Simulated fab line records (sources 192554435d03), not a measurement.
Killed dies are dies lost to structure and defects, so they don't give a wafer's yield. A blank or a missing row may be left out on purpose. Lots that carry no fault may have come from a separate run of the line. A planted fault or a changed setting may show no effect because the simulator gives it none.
fab line records	flow n5-finfet
record: lots: 7	wafers: 21
route steps=1938 shown BEOL_M13@1696 BEOL_M15@1776 MIM_BOT@1833 MIM_BOT_ETCH@1867 PASSIVATION@1929
start-h: hours from the record's first day to the start of the lot's first wafer shown	wait-h: how many hours have passed since the lot's step before this one	" as in the row above	L1.1+2: a single row standing in for several wafers	- no value, or no start was given	* or withheld: withheld	< > ~ a bound
route shown NAME@n: NAME is a module with steps in the file, n the number in the route of the first one	usual: the fault-free wafers' mean and standard deviation	same: alike in all rows	chamber/n: place in a boat	sites: readings site by site	_std_site: the values' standard deviation	_edge_site: the outer-site mean with the inner-site mean subtracted	radius-mm: for every site, how far away it sits from the centre of the wafer	mask NAME#n: copy n	behind: the most recent tool/chamber to have shaped the wafer	hold: why the lot was held/for how many hours/how that ended	device: transistor that didn't switch, given as n, p or np	end of line: the same wafers' tests at the end of the route	a step given without rows: its recipe and nothing more	killed: at the first sort, the dies lost to defects and structure; wafer yield is something else	map: per-die view of a wafer (x killed, . not killed, _ where there is no die)
set.NAME: the setting as run; set.NAME@STEP: as run at that earlier step	model.NAME: the simulator's own value behind a step, which no gauge read
lots with deliberately changed settings; one table per step, one row per wafer
== steps ==
step: N5_BEOL_M13_TRENCH_ETCH_34
recipe: chemistry: C4F8/O2/Ar	target: SiOC	target-depth-a: 4134.7	mask-material: SOC	pressure-mtorr: 30	source-w: 3000	bias-w: 700	Ar_flow_sccm: 400	C4F8_flow_sccm: 15	O2_flow_sccm: 8	he-inner-torr: 15	he-outer-torr: 30	time-s: 162.6	ion-energy-ev: 250
lot.wafer	tool	chamber	start-h	wait-h	set.time-s	model.etch.depth-nm
L074.3	rie-diel-03	1	231.78	0.0	142	372.8
L074.5	"	2	"	"	162.6	423
L074.6	"	3	"	"	142	364.3
L077.1	rie-diel-04	1	257.47	0.0	162.6	416.4
L077.4	"	3	"	"	162.6	414.1
L077.5	"	1	"	"	162.6	418.1
L087.1	rie-diel-05	0	335.17	0.0	172.2	430.1
L087.2	"	1	"	"	162.6	406.6
L087.6	"	1	"	"	172.2	431.1
L086.1	rie-diel-05	1	335.71	0.0	126.9	316.4
L086.3	"	2	"	"	162.6	409
L086.6	"	3	"	"	162.6	418
L091.3	rie-diel-05	0	353.97	0.0	162.6	407
L091.4	"	0	"	"	178.1	448.4
L091.6	"	3	"	"	178.1	461
L094.2	rie-diel-03	3	361.85	0.0	149.4	375
L094.4	"	2	"	"	149.4	378.6
L094.6	"	1	"	"	162.6	416.3
L093.1	rie-diel-04	3	362.73	0.0	162.6	411.6
L093.2+4	"	0	"	"	140.6	357.3
step: N5_BEOL_M13_STRIP_70
recipe: chemistry: C4F8/O2/Ar	resist: SiARC	rf-frequency-hz: 6e+07
step: N5_BEOL_M13_OCD_MEAS_35
usual: trench-depth-nm: 412/5.5
lot.wafer	tool	chamber	start-h	wait-h	set.time-s@BEOL_M13_TRENCH_ETCH_34	trench-depth-nm
L074.3	ocd-02	-	231.95	0.0	142	373
L074.5	"	-	"	"	162.6	423
L074.6	"	-	"	"	142	365
L077.1	ocd-02	-	257.64	0.0	162.6	416
L077.4	"	-	"	"	162.6	414
L077.5	"	-	"	"	162.6	418
L087.1	ocd-02	-	335.34	0.0	172.2	430
L087.2	"	-	"	"	162.6	407
L087.6	"	-	"	"	172.2	431
L086.1	ocd-01	-	335.89	0.0	126.9	316
L086.3	"	-	"	"	162.6	409
L086.6	"	-	"	"	162.6	419
L091.3	ocd-01	-	354.15	0.0	162.6	407
L091.4	"	-	"	"	178.1	448
L091.6	"	-	"	"	178.1	461
L094.2	ocd-02	-	362.03	0.0	149.4	375
L094.4	"	-	"	"	149.4	379
L094.6	"	-	"	"	162.6	416
L093.1	ocd-02	-	362.90	0.0	162.6	412
L093.2	"	-	"	"	140.6	357
L093.4	"	-	"	"	140.6	357
step: N5_BEOL_M13_STRIP_37
recipe: chemistry: N2/H2	power-w: 1000	temp-c: 250	h2-frac: 0.65	overash-fraction: 0.3	pressure-mtorr: withheld	n2-flow-sccm: 1750	h2-flow-sccm: 3250
step: N5_BEOL_M13_ETCH_38
recipe: chemistry: CF4/N2	target: SiCN	target-depth-a: 675	taper-deg: 2	time-s: 71.9	ion-energy-ev: 150	mask-material: SiO2	pressure-mtorr: 40	source-w: 430	bias-w: 70	Ar_flow_sccm: 100	cf4-flow-sccm: 60	n2-flow-sccm: 60
step: N5_BEOL_M13_ECD_47
recipe: material: Cu	target-thk-a: 9360
step: N5_BEOL_M13_ANNEAL_48
recipe: temp-c: 225	time-s: 90	ambient: N2
step: N5_BEOL_M13_CMP_49
recipe: stop-on: SiOC	t-overpolish-s: 17.1	down-force-psi: 1	platen-rpm: 50	clearing-platen-down-force-psi: 1.5	clearing-platen-rpm: 50	post-cmp-clean: cu-alkaline	target-thk-nm: 420	clearing-platen-pad-velocity-m-s: 0.99484	pad-velocity-m-s: 0.99484
lot.wafer	tool	chamber	start-h	wait-h	set.time-s@BEOL_M13_TRENCH_ETCH_34	model.Cu_of_BEOL_M13_ECD_47.thk-nm
L074.3	cmp-04	1	235.08	0.2	142	377.4
L074.6	"	3	"	"	142	368.4
L074.5	"	0	"	"	162.6	428.6
L077.4	cmp-03	2	260.48	0.3	162.6	420.6
L077.1	"	3	"	"	162.6	421.4
L077.5	"	1	"	"	162.6	423.6
L087.1	cmp-03	0	339.70	0.3	172.2	435
L087.2	"	1	"	"	162.6	410
L087.6	"	3	"	"	172.2	436.4
L086.1	cmp-01	1	340.59	0.3	126.9	322.2
L086.3	"	2	"	"	162.6	416
L086.6	"	0	"	"	162.6	424.6
L091.4	cmp-04	0	360.92	0.2	178.1	455.4
L091.3	"	1	"	"	162.6	413
L091.6	"	2	"	"	178.1	467.8
L094.4	cmp-03	3	365.83	0.2	149.4	383.6
L094.2	"	0	"	"	149.4	380.2
L094.6	"	3	"	"	162.6	421.2
L093.2	cmp-04	2	371.59	0.3	140.6	363
L093.1	"	0	"	"	162.6	418.8
L093.4	"	1	"	"	140.6	362.2
step: N5_BEOL_M13_THK_MEAS_50
recipe: thk-meas-gauge: xrf	reads: Cu_of_BEOL_M13_ECD_47
usual: M13_THK: 421/6.4
lot.wafer	tool	chamber	start-h	wait-h	set.time-s@BEOL_M13_TRENCH_ETCH_34	M13_THK[nm]
L074.3	film-metro-01	-	235.30	-	142	377
L074.5	"	-	"	"	162.6	429
L074.6	"	-	"	"	142	365
L077.1	film-metro-02	-	260.73	-	162.6	428
L077.4	"	-	"	"	162.6	427
L077.5	"	-	"	"	162.6	430
L087.1	film-metro-01	-	339.96	-	172.2	430
L087.2	"	-	"	"	162.6	407
L087.6	"	-	"	"	172.2	433
L086.1	film-metro-02	-	340.81	-	126.9	325
L086.3	"	-	"	"	162.6	417
L086.6	"	-	"	"	162.6	428
L091.3	film-metro-02	-	361.14	-	162.6	409
L091.4	"	-	"	"	178.1	456
L091.6	"	-	"	"	178.1	468
L094.2	film-metro-02	-	366.09	-	149.4	382
L094.4	"	-	"	"	149.4	385
L094.6	"	-	"	"	162.6	422
L093.1	film-metro-02	-	371.88	-	162.6	423
L093.2	"	-	"	"	140.6	366
L093.4	"	-	"	"	140.6	365
step: N5_BEOL_M13_PRE_CLEAN_52
recipe: gas: NH3	time-s: 15	temp-c: withheld	rf-power-w: 300
step: N5_BEOL_M13_DEP_53
recipe: material: SiCN	target-thk-a: 500	temp-c: withheld	precursor: 3MS/NH3	pressure-torr: 3	rf-w: 675	time-s: 17.8
step: N5_BEOL_M13_RS_MEAS_54
recipe: thk-meas-gauge: four-point-probe	reads: Cu_of_BEOL_M13_ECD_47+Ta_of_BEOL_M13_SPUTTER_44+TaN_of_BEOL_M13_SPUTTER_43
usual: M13_RS: 0.0451/0.00062
lot.wafer	tool	chamber	start-h	wait-h	set.time-s@BEOL_M13_TRENCH_ETCH_34	M13_RS[ohm/sq]
L074.3	film-metro-02	-	235.43	0.1	142	0.0501
L074.5	"	-	"	"	162.6	0.0439
L074.6	"	-	"	"	142	0.0515
L077.1	film-metro-02	-	260.86	0.0	162.6	0.0446
L077.4	"	-	"	"	162.6	0.0447
L077.5	"	-	"	"	162.6	0.0445
L087.1	film-metro-01	-	340.09	0.0	172.2	0.0433
L087.2	"	-	"	"	162.6	0.0460
L087.6	"	-	"	"	172.2	0.0431
L086.1	film-metro-02	-	340.94	0.0	126.9	0.0590
L086.3	"	-	"	"	162.6	0.0453
L086.6	"	-	"	"	162.6	0.0444
L091.3	film-metro-01	-	361.27	0.1	162.6	0.0458
L091.4	"	-	"	"	178.1	0.0413
L091.6	"	-	"	"	178.1	0.0402
L094.2	film-metro-02	-	366.22	0.1	149.4	0.0496
L094.4	"	-	"	"	149.4	0.0492
L094.6	"	-	"	"	162.6	0.0447
L093.1	film-metro-01	-	372.01	0.0	162.6	0.0450
L093.2	"	-	"	"	140.6	0.0522
L093.4	"	-	"	"	140.6	0.0522
step: N5_BEOL_M15_COAT_04
recipe: spin-rpm: 1704	resist-thk-nm: 800
lot.wafer	tool	chamber	start-h	wait-h	set.spin-rpm	model.coat_of_BEOL_M15_COAT_04.thk-nm
L074.3	litho-track-01	0	-	-	1798	777.2
L074.5	"	0	"	"	1798	777
L074.6	"	0	"	"	1704	800.2
L077.1	litho-track-03	0	-	-	1704	798.2
L077.4	"	0	"	"	1704	797.2
L077.5	"	0	"	"	1704	799.2
L087.1	litho-track-01	0	-	-	1704	795.8
L087.2	"	0	"	"	1704	795
L087.6	"	0	"	"	1704	798.6
L086.1	litho-track-03	0	-	-	1704	800.8
L086.3	"	0	"	"	1623	822.4
L086.6	"	0	"	"	1623	822.2
L091.3	litho-track-02	0	-	-	1704	798.4
L091.4	"	0	"	"	1704	799
L091.6	"	0	"	"	1704	795.6
L094.2	litho-track-03	0	-	-	1704	800.2
L094.4	"	0	"	"	1704	801.6
L094.6	"	0	"	"	1704	803.2
L093.1	litho-track-03	0	-	-	1704	802.2
L093.2	"	0	"	"	1704	800
L093.4	"	0	"	"	1704	800.4
step: N5_BEOL_M15_EXPOSE_07
recipe: mask-id: V14	na: 0.8	source-shape: annular	sigma-inner: 0.5	sigma-outer: 0.8	polarization: unpolarized	attpsm-phase-deg: 180	dose-mj: 41.25
lot.wafer	tool	chamber	start-h	wait-h	mask	set.dose-mj
L074.3+5+6	krf-scanner-02	0	243.27	-	V14#0	41.25
L077.1+4+5	krf-scanner-02	0	269.22	-	V14#0	41.25
L087.1	krf-scanner-01	0	345.26	-	V14#0	41.25
L087.2+6	"	0	"	"	V14#0	38.35
L086.1+3+6	krf-scanner-02	0	345.84	-	V14#0	41.25
L091.3+4	krf-scanner-01	0	366.87	-	V14#0	41.25
L091.6	"	0	"	"	V14#0	44.13
L094.2+4+6	krf-scanner-01	0	372.36	-	V14#0	41.25
L093.1+2	krf-scanner-01	0	376.95	-	V14#0	39.04
L093.4	"	0	"	"	V14#0	41.25
step: N5_BEOL_M15_PEB_08
recipe: peb-temp-c: 130	peb-time-s: 90
step: N5_BEOL_M15_DEVELOP_09
recipe: develop-time-s: 45	rinse-liquid: diw	dry: air-spin	dev-temp-c: 21
step: N5_BEOL_M15_HARDBAKE_14
recipe: temp-c: 130	time-s: 120
step: N5_BEOL_M15_CD_MEAS_10
recipe: target-cd-nm: 360	landing-energy-ev: 500	detector: se-inlens	polarity: opening
usual: cd-nm: 359.4/1.5
lot.wafer	tool	chamber	start-h	wait-h	set.dose-mj@BEOL_M15_EXPOSE_07	cd-nm
L074.3	cd-sem-01	0	243.43	-	41.25	358.5
L074.5	"	0	"	"	41.25	361.2
L074.6	"	0	"	"	41.25	358.7
L077.1	cd-sem-03	0	269.39	-	41.25	359.2
L077.4	"	0	"	"	41.25	359.1
L077.5	"	0	"	"	41.25	358.5
L087.1	cd-sem-03	0	345.43	-	41.25	359.1
L087.2	"	0	"	"	38.35	347.6
L087.6	"	0	"	"	38.35	348.2
L086.1	cd-sem-03	0	346.01	-	41.25	359.1
L086.3	"	0	"	"	41.25	358.2
L086.6	"	0	"	"	41.25	356.9
L091.3	cd-sem-03	0	367.03	-	41.25	357.6
L091.4	"	0	"	"	41.25	359.7
L091.6	"	0	"	"	44.13	368.1
L094.2	cd-sem-03	0	372.53	-	41.25	358.1
L094.4	"	0	"	"	41.25	360.3
L094.6	"	0	"	"	41.25	360.3
L093.1	cd-sem-03	0	377.12	-	39.04	350.2
L093.2	"	0	"	"	39.04	350.1
L093.4	"	0	"	"	41.25	359.3
step: N5_BEOL_M15_DESCUM_15
recipe: chemistry: O2	time-s: 7.9	source-power-w: 50	bias-power-w: 20	pressure-mtorr: 20	rf-frequency-hz: 2.712e+07	temp-c: 40	o2-flow-sccm: 225
step: N5_BEOL_M15_ETCH_59
recipe: chemistry: N2/H2	target: BARC	target-depth-a: 890	overetch-a: 267	time-s: 67.9	ion-energy-ev: 200	pressure-mtorr: 30	source-w: 840	bias-w: 150	n2-flow-sccm: 200	h2-flow-sccm: 200
lot.wafer	tool	chamber	start-h	wait-h	set.spin-rpm@BEOL_M15_COAT_04	model.coat_of_BEOL_M15_COAT_04.thk-nm
L074.3	rie-diel-05	1	243.55	0.0	1798	694.8
L074.5	"	0	"	"	1798	695.4
L074.6	"	3	"	"	1704	716.4
L077.1	rie-diel-04	1	269.51	0.0	1704	716.8
L077.4	"	1	"	"	1704	715.2
L077.5	"	0	"	"	1704	716
L087.1	rie-diel-03	2	345.55	0.0	1704	712.6
L087.2	"	1	"	"	1704	712.2
L087.6	"	2	"	"	1704	715.8
L086.1	rie-diel-05	3	346.13	0.0	1704	717
L086.3	"	1	"	"	1623	741
L086.6	"	2	"	"	1623	741.6
L091.3	rie-diel-04	3	367.15	0.0	1704	717
L091.4	"	0	"	"	1704	716.2
L091.6	"	3	"	"	1704	714.4
L094.2	rie-diel-03	2	372.65	0.0	1704	717
L094.4	"	1	"	"	1704	717.2
L094.6	"	2	"	"	1704	720.2
L093.1+4	rie-diel-03	1,3	377.47	0.0	1704	718.4
L093.2	"	3	"	"	1704	718
step: N5_BEOL_M15_VIA_ETCH_16
recipe: chemistry: C4F8/O2/Ar	target: SiO2	he-inner-torr: 15	he-outer-torr: 30	target-depth-a: 17922	time-s: withheld	ion-energy-ev: 800	pressure-mtorr: 20	source-w: 1905	bias-w: 2040	Ar_flow_sccm: 400	C4F8_flow_sccm: 16	O2_flow_sccm: 12	ends: cleared
step: N5_BEOL_M15_STRIP_63
recipe: chemistry: O2	power-w: 600	temp-c: 60	pressure-mtorr: 30	rf-frequency-hz: 6e+07	bias-power-w: 0	overash-fraction: 0.3	o2-flow-sccm: 225
step: N5_BEOL_M15_STRIP_65
recipe: chemistry: post-etch-residue-remover	time-s: 60	temp-c: 25	remover-ph: withheld	remover-water-wt-pct: withheld	remover-fluoride-wt-pct: withheld
step: N5_BEOL_M15_SRD_66
recipe: time-s: 30	temp-c: 23	rinse-liquid: diw	dry: n2-spin	spin-rpm: 1500	dry-time-s: 30
step: N5_BEOL_M15_CD_MEAS_17
recipe: target-cd-nm: 360	polarity: opening
usual: cd-nm: 360.6/1.7
lot.wafer	tool	chamber	start-h	wait-h	set.dose-mj@BEOL_M15_EXPOSE_07	cd-nm
L074.3	cd-sem-02	-	244.01	0.0	41.25	360.5
L074.5	"	-	"	"	41.25	361.6
L074.6	"	-	"	"	41.25	358.5
L077.1	cd-sem-01	-	269.97	0.0	41.25	359.7
L077.4	"	-	"	"	41.25	361.7
L077.5	"	-	"	"	41.25	359.3
L087.1	cd-sem-01	-	346.02	0.0	41.25	360.4
L087.2	"	-	"	"	38.35	348.3
L087.6	"	-	"	"	38.35	349.1
L086.1	cd-sem-03	-	346.60	0.0	41.25	361.0
L086.3	"	-	"	"	41.25	361.9
L086.6	"	-	"	"	41.25	359.5
L091.3	cd-sem-02	-	367.62	0.0	41.25	358.9
L091.4	"	-	"	"	41.25	361.4
L091.6	"	-	"	"	44.13	369.4
L094.2	cd-sem-03	-	373.11	0.0	41.25	359.7
L094.4	"	-	"	"	41.25	362.6
L094.6	"	-	"	"	41.25	361.1
L093.1	cd-sem-03	-	377.93	0.0	39.04	349.5
L093.2	"	-	"	"	39.04	348.8
L093.4	"	-	"	"	41.25	360.2
step: N5_MIM_BOT_SPUTTER_00
recipe: material: TiN	target-thk-a: 350	temp-c: 200	power-w: 3000	chamber-pressure-pa: 0.49996	gas: Ar	reactive-partial-pa: 0.37997	time-s: 89.7
lot.wafer	tool	chamber	start-h	wait-h	set.power-w	model.TiN_of_MIM_BOT_SPUTTER_00.thk-nm
L074.3	pvd-sputter-03	-	252.22	0.0	3221	37.2
L074.5+6	"	-	"	"	3000	34.6
L077.1+5	pvd-sputter-02	-	283.14	0.0	3000	35.4
L077.4	"	-	"	"	3000	35.2
L087.1	pvd-sputter-01	-	353.07	0.0	2600	30
L087.2	"	-	"	"	2600	30.2
L087.6	"	-	"	"	3000	34.8
L086.1	pvd-sputter-01	-	353.37	0.0	3000	35.2
L086.3+6	"	-	"	"	3000	35
L091.3	pvd-sputter-01	-	374.65	0.0	2626	30.4
L091.4	"	-	"	"	2626	30.8
L091.6	"	-	"	"	3000	35.2
L094.2+6	pvd-sputter-02	-	378.30	0.0	3000	35.2
L094.4	"	-	"	"	3000	35
L093.1	pvd-sputter-02	-	388.03	0.0	3000	35.6
L093.2	"	-	"	"	3317	39.2
L093.4	"	-	"	"	3317	39
step: N5_MIM_BOT_ETCH_ETCH_03
recipe: chemistry: Cl2/BCl3	target-depth-a: 120	pressure-mtorr: 8	icp-w: 800	bias-w: 100	Cl2_flow_sccm: 20	bcl3-flow-sccm: 80
lot.wafer	tool	chamber	start-h	wait-h	set.icp-w	model.etch.depth-nm
L074.3	rie-metal-02	1	255.14	0.1	739.9	11.29
L074.5	"	0	"	"	800	11.95
L074.6	"	1	"	"	739.9	11.34
L077.1	rie-metal-02	0	286.08	0.1	800	11.91
L077.4	"	1	"	"	800	12.14
L077.5	"	1	"	"	800	12.04
L087.1	rie-metal-01	0	355.72	0.1	800	11.81
L087.2	"	1	"	"	800	12.21
L087.6	"	1	"	"	800	12.18
L086.1	rie-metal-03	1	355.88	0.1	800	11.98
L086.3	"	0	"	"	800	12.21
L086.6	"	1	"	"	800	11.85
L091.3	rie-metal-03	0	377.00	0.1	800	11.97
L091.4	"	1	"	"	934.2	13.64
L091.6	"	0	"	"	800	12.04
L094.2	rie-metal-02	0	384.20	0.1	800	12
L094.4	"	1	"	"	800	12.14
L094.6	"	1	"	"	800	12.15
L093.1	rie-metal-01	0	390.36	0.1	800	12
L093.2	"	1	"	"	708.4	11.1
L093.4	"	1	"	"	708.4	11.05
step: N5_PASSIVATION_PASS_ETCH_47
recipe: chemistry: CF4/O2	target: SiNx	target-depth-a: 7700	time-s: 385	ion-energy-ev: 100	pressure-mtorr: 40	source-w: 535	bias-w: 49	Ar_flow_sccm: 100	cf4-flow-sccm: 100	O2_flow_sccm: 10
lot.wafer	tool	chamber	start-h	wait-h	set.time-s	model.etch.depth-nm
L074.3	rie-diel-02	1	261.74	0.0	385	770.9
L074.5	"	0	"	"	385	780.8
L074.6	"	3	"	"	385	768.4
L077.1	rie-diel-02	0	295.63	0.0	385	785.4
L077.4	"	1	"	"	385	772.6
L077.5	"	2	"	"	385	784.4
L087.1	rie-diel-01	2	361.11	0.0	385	771.4
L087.2	"	1	"	"	335.2	662.7
L087.6	"	2	"	"	335.2	665.3
L086.1	rie-diel-02	0	361.76	0.0	385	780.8
L086.3	"	3	"	"	433.2	877.7
L086.6	"	2	"	"	385	789.6
L091.3	rie-diel-01	2	386.86	0.0	315.2	635.3
L091.4	"	0	"	"	315.2	650.5
L091.6	"	0	"	"	385	792.1
L094.2	rie-diel-01	0	391.19	0.0	385	789.9
L094.4	"	2	"	"	419.2	840
L094.6	"	2	"	"	419.2	835.8
L093.1	rie-diel-01	1	397.08	0.0	385	772.4
L093.2	"	2	"	"	385	771.2
L093.4	"	0	"	"	385	785.2
step: N5_PASSIVATION_ETCH_54
recipe: chemistry: CHF3/O2	target: SiO2	target-depth-a: 8800	CHF3_flow_sccm: 50	O2_flow_sccm: 5	Ar_flow_sccm: 200	time-s: 440	mask-material: PR	pressure-mtorr: 30	source-w: 650	bias-w: 170	ion-energy-ev: 200
lot.wafer	tool	chamber	start-h	wait-h	set.time-s	model.etch.depth-nm	model.PASSIVATION.feature-depth-nm
L074.3	rie-diel-02	1	261.97	0.1	440	885.2	885.2
L074.5	"	0	"	"	440	882.4	882.4
L074.6	"	3	"	"	351.9	704.2	704.2
L077.1	rie-diel-02	0	295.86	0.1	440	890	890
L077.4	"	1	"	"	440	884.3	884.2
L077.5	"	2	"	"	440	895	895
L087.1	rie-diel-01	2	361.34	0.1	401.5	794.6	794.6
L087.2	"	1	"	"	440	864.5	864.4
L087.6	"	2	"	"	401.5	795.4	795.4
L086.1	rie-diel-02	0	361.98	0.1	440	867.2	867.2
L086.3	"	3	"	"	440	866.1	866
L086.6	"	2	"	"	351.7	702.9	703
L091.3	rie-diel-01	2	387.09	0.1	440	873.1	873
L091.4	"	0	"	"	476.9	956	956
L091.6	"	0	"	"	476.9	964.2	964.2
L094.2	rie-diel-01	0	391.41	0.1	440	896.5	896.4
L094.4	"	2	"	"	520.3	1047	1047
L094.6	"	2	"	"	440	888.2	888.2
L093.1	rie-diel-01	1	397.30	0.1	440	886.3	886.2
L093.2	"	2	"	"	440	881.2	881.2
L093.4	"	0	"	"	346.5	704.2	704.2
== key ==
split: step: N5_BEOL_M13_TRENCH_ETCH_34	setting: time-s	stated: 162.6	by: wafer
response: step: N5_BEOL_M13_TRENCH_ETCH_34	reading: model.etch.depth-nm	change: +4.4	per: 1%	r: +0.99
response: step: N5_BEOL_M13_OCD_MEAS_35	reading: trench-depth-nm	change: +4.4	per: 1%	r: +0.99
response: step: N5_BEOL_M13_CMP_49	reading: model.Cu_of_BEOL_M13_ECD_47.thk-nm	change: +4.48	per: 1%	r: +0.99
response: step: N5_BEOL_M13_THK_MEAS_50	reading: M13_THK	change: +4.54	per: 1%	r: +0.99
response: step: N5_BEOL_M13_RS_MEAS_54	reading: M13_RS	change: -0.000588	per: 1%	r: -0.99
split: step: N5_BEOL_M15_COAT_04	setting: spin-rpm	stated: 1704	by: wafer
response: step: N5_BEOL_M15_COAT_04	reading: model.coat_of_BEOL_M15_COAT_04.thk-nm	change: -4.33	per: 1%	r: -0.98
response: step: N5_BEOL_M15_ETCH_59	reading: model.coat_of_BEOL_M15_COAT_04.thk-nm	change: -4.39	per: 1%	r: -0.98
split: step: N5_BEOL_M15_EXPOSE_07	setting: dose-mj	stated: 41.25	by: wafer
response: step: N5_BEOL_M15_CD_MEAS_10	reading: cd-nm	change: +1.53	per: 1%	r: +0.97
response: step: N5_BEOL_M15_CD_MEAS_17	reading: cd-nm	change: +1.62	per: 1%	r: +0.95
split: step: N5_MIM_BOT_SPUTTER_00	setting: power-w	stated: 3000	by: wafer
response: step: N5_MIM_BOT_SPUTTER_00	reading: model.TiN_of_MIM_BOT_SPUTTER_00.thk-nm	change: +0.353	per: 1%	r: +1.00
split: step: N5_MIM_BOT_ETCH_ETCH_03	setting: icp-w	stated: 800	by: wafer
response: step: N5_MIM_BOT_ETCH_ETCH_03	reading: model.etch.depth-nm	change: +0.0914	per: 1%	r: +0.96
split: step: N5_PASSIVATION_PASS_ETCH_47	setting: time-s	stated: 385	by: wafer
response: step: N5_PASSIVATION_PASS_ETCH_47	reading: model.etch.depth-nm	change: +7.76	per: 1%	r: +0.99
split: step: N5_PASSIVATION_ETCH_54	setting: time-s	stated: 440	by: wafer
response: step: N5_PASSIVATION_ETCH_54	reading: model.etch.depth-nm	change: +8.57	per: 1%	r: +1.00
response: step: N5_PASSIVATION_ETCH_54	reading: model.PASSIVATION.feature-depth-nm	change: +8.57	per: 1%	r: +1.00
